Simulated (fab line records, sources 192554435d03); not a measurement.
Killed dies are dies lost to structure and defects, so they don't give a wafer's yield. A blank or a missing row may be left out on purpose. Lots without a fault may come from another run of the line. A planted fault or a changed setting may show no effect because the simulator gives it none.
Chamber matching | flow n5_finfet | N5_DUMMY_GATE_STRIP_41 on rie_diel-06: 4 sister chambers
The step strips in O2. 8 wafers are shown with their chamber, then 8 later ones without.

WAFERS WITH THEIR CHAMBER
wafer  | chamber | showerhead_plenum_p_Torr (Torr) | throttle_valve_pct (%)
L077.6 | 0       | 2.01                            | 16.59
L079.1 | 3       | 2.19                            | 16.46
L079.3 | 1       | 2.22                            | 16.21
L079.5 | 0       | 2.00                            | 16.60
L082.1 | 2       | 2.07                            | 16.94
L082.2 | 3       | 2.19                            | 16.46
L082.6 | 2       | 2.07                            | 16.94
L085.2 | 1       | 2.22                            | 16.22

WAFERS WITHOUT THEIR CHAMBER
wafer  | showerhead_plenum_p_Torr (Torr) | throttle_valve_pct (%)
L085.3 | 2.19                            | 16.49
L085.6 | 2.22                            | 16.20
L090.1 | 2.06                            | 16.96
L090.3 | 2.21                            | 16.21
L090.5 | 2.06                            | 16.95
L097.1 | 1.99                            | 16.67
L097.4 | 2.06                            | 16.98
L097.5 | 2.21                            | 16.24

WHICH CHAMBER EACH WENT THROUGH
wafer  | from the rows above | in truth
L085.3 | 3                   | 3
L085.6 | 1                   | 1
L090.1 | 2                   | 2
L090.3 | 1                   | 1
L090.5 | 2                   | 2
L097.1 | 0                   | 0
L097.4 | 2                   | 2
L097.5 | 1                   | 1
Placed correctly: 8 of 8. Can't be placed from these rows: 0. Placed wrongly: 0.
How it was worked out, from the rows above alone: a wafer's distance from a chamber is the root of the sum, over the readings, of the square of ((its reading less the chamber's mean) divided by the reading's scatter). The wafer belongs to the nearest chamber; if the next one is less than 2 further off, it can't be placed. A chamber's mean is the mean of its shown wafers. The scatter: the root of (the sum of the squares of (reading less its chamber's mean) over the shown wafers, divided by (wafers less chambers)).
